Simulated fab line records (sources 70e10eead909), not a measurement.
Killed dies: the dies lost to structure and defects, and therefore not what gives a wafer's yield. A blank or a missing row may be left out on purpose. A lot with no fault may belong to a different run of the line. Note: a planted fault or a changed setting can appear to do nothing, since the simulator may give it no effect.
Chamber matching	flow nand-harc	NHARC_A_STAIRCASE_DEP_259 on pecvd-02 has 3 sister chambers
The step deposits SiON, target thk 30 nm. 6 wafers are shown with their chamber, then 8 later ones without.

== WAFERS PAIRED WITH THEIR CHAMBERS ==
wafer	chamber	showerhead-vpp-V (V)	heater-power-w (W)
L077.3	1	1161	850
L082.6	1	1173	783
L088.2	2	1126	894
L088.4	2	1120	896
L088.5	0	1220	815
L091.2	0	1203	724

== WAFERS WITHOUT THEIR CHAMBER ==
wafer	showerhead-vpp-V (V)	heater-power-w (W)
L091.4	1208	731
L091.5	1152	707
L094.1	1191	722
L094.2	1103	870
L094.4	1133	846
L096.2	1199	793
L096.5	1214	804
L096.6	1169	882

== WHICH CHAMBER EACH WENT THROUGH ==
wafer	from the rows above	in truth
L091.4	0	0
L091.5	1	1
L094.1	can't be placed: 0 or 1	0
L094.2	2	2
L094.4	2	2
L096.2	0	0
L096.5	0	0
L096.6	1	1
Correct placement for 7 of the 8. These rows do not allow placing 1 (true chamber among the candidates in 1). Wrongly placed: 0.
How it was worked out, from the rows above alone: a wafer's distance from a chamber is the root of the sum, over the readings, of the square of ((its reading less the chamber's mean) divided by the reading's scatter). If the next closest chamber is less than 2 further off than the closest, the wafer can't be placed; otherwise it belongs to the closest. A chamber's mean is the mean of its shown wafers. The scatter: the root of (the sum of the squares of (reading less its chamber's mean) over the shown wafers, divided by (wafers less chambers)).
